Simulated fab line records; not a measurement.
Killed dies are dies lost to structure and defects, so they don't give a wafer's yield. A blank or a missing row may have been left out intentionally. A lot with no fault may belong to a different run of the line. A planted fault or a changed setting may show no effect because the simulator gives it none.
Comparing a struck lot with a sound one / flow nand-harc / 18 steps out of a route of 1302
Sound: wafers L716.2, L716.5, L716.6. Struck: wafer L707.5 (left out: L707.1, a lot-mate that was not struck); the cause follows at the end.
Each step with rows lists, per side, the tool, then ch with its chambers, then its first start. Under that, the readings that differ: sound wafers / struck wafers / difference of the means / sigmas: that difference in standard deviations of wafers without a fault.
alike: readings whose means differ by less than 2 such deviations, and words and numbers that are the same on both sides. not compared: withheld readings, readings that some wafer has no value for, bounds like >300 that may hide the same value, and numbers for which the record gives no deviation and whose values overlap.
Wherever a step has rows on one side only, a row that says differs or no value, or a row with sigmas, the two part there. When numbers do not overlap yet have no deviation, they are printed without sigmas and do not part them. A reading missing from all wafers of one side parts the sides only when that side holds two or more wafers.

NHARC_A_SGD_CUT_CD_MEAS_09: the cd target is 100 nm.
  sound on cd-sem-02 ch 0, day 27 09:52; struck on cd-sem-02 ch 0, day 23 18:39
  alike: cd-nm
NHARC_A_SGD_CUT_OVL_MEAS_10:
  sound on overlay-02, day 27 09:58; struck on overlay-01, day 23 18:44
reading=overlay-x-nm (nm); sound=-0.7 -1.4 -0.5; struck=1.0; difference=+1.9; sigmas=+2
  alike: overlay-y-nm
NHARC_A_SGD_CUT_INSPECT_11:
  sound on defect-inspect-01, day 27 10:00; struck on defect-inspect-02, day 23 18:47
  alike: raw-defect-count
NHARC_A_SGD_CUT_DESCUM_14: chemistry O2, time 3 s.
  sound on rie-diel-10 ch 0,1,2, day 27 10:04; struck on rie-diel-03 ch 3, day 23 18:50
reading=drypump-motor-current-A (A); sound=6.0 6.5 6.4; struck=4.9; difference=-1.4; sigmas=-2
  alike: oes-product-au, rf-vpp-V, showerhead-plenum-p-Torr, throttle-valve-pct
  not compared: rf-hours-counter-h
NHARC_A_SGD_CUT_ETCH_58: etches the open film in CF4, target depth 39 nm, time 65 s.
  sound on rie-diel-10 ch 2,3, day 27 10:08; struck on rie-diel-03 ch 3, day 23 18:56
reading=drypump-motor-current-A (A); sound=6.0 6.0 6.6; struck=4.9; difference=-1.3; sigmas=-2
reading=rf-vpp-V (V); sound=152.4 151.8 153.6; struck=150.4; difference=-2.2; sigmas=-2
  alike: oes-product-au, showerhead-plenum-p-Torr, throttle-valve-pct
  not compared: rf-hours-counter-h
NHARC_A_SGD_CUT_ETCH_59: etches the open film in N2/H2, target depth 260 nm, time 406.25 s.
  sound on rie-diel-10 ch 2,3; struck on rie-diel-03 ch 1
  alike: drypump-motor-current-A, oes-product-au, rf-vpp-V, showerhead-plenum-p-Torr, throttle-valve-pct
  not compared: rf-hours-counter-h
NHARC_A_SGD_CUT_ETCH_15: etches the open film in CH3F/O2, target depth 75 nm, time 64.3 s.
  sound on rie-diel-10 ch 0,1,3; struck on rie-diel-03 ch 3
reading=drypump-motor-current-A (A); sound=6.5 6.3 6.5; struck=4.9; difference=-1.5; sigmas=-3
  alike: oes-product-au, rf-vpp-V, showerhead-plenum-p-Torr, throttle-valve-pct
  not compared: rf-hours-counter-h
NHARC_A_SGD_CUT_ETCH_16: etches the open film in C4F8/O2/Ar, target depth 310.5 nm, time 155.2 s.
  sound on rie-diel-10 ch 1,2,3; struck on rie-diel-03 ch 1
reading=oes-product-au (a.u.); sound=0.949 0.950 0.949; struck=0.980; difference=+0.031; sigmas=+2
  alike: rf-vpp-V
  not compared: rf-hours-counter-h
then, 4 steps without rows for these wafers: NHARC_A_SGD_CUT_STRIP_60 (strips in C4F8/O2/Ar); NHARC_A_SGD_CUT_STRIP_17 (strips in O2); NHARC_A_SGD_CUT_PRECLEAN_18 (cleans in SC1); NHARC_A_SGD_CUT_SRD_19.
NHARC_A_SGD_CUT_DEP_20: deposits SiO2, target thk 150 nm.
  sound on fcvd-01 ch 0,1, day 27 11:13; struck on fcvd-02 ch 1, day 23 19:57
then, 1 step without rows for these wafers: NHARC_A_SGD_CUT_ANNEAL_27 (time 1800 s).
NHARC_A_SGD_CUT_CMP_21: polishes, target thk 148.19 nm.
  sound on cmp-02 ch 2,3, day 27 18:52; struck on cmp-01 ch 2, day 24 05:02
reading=time-to-endpoint-s (s); sound=51.5 49.4 50.3; struck=31.3; difference=-19.1; sigmas=-9
  alike: motor-current-A
NHARC_A_SGD_CUT_THK_MEAS_22: measures by ellipsometry.
  sound on film-metro-02, day 27 19:05; struck on film-metro-02, day 24 05:13
reading=thk-nm (nm); sound=148.9 149.5 150.5; struck=104.3; difference=-45.3; sigmas=-35
following that, these wafers have no rows for 1 step: NHARC_A_SGD_CUT_SRD_23.
NHARC_END_SORT_01:
  the record has rows for the sound wafers here (prober-01 ch 0, day 32 18:44) and none for the struck ones

## WHERE THEY PART
First at NHARC_A_SGD_CUT_OVL_MEAS_10; last, within this record, at NHARC_END_SORT_01.

WHY: the cause the simulator had injected
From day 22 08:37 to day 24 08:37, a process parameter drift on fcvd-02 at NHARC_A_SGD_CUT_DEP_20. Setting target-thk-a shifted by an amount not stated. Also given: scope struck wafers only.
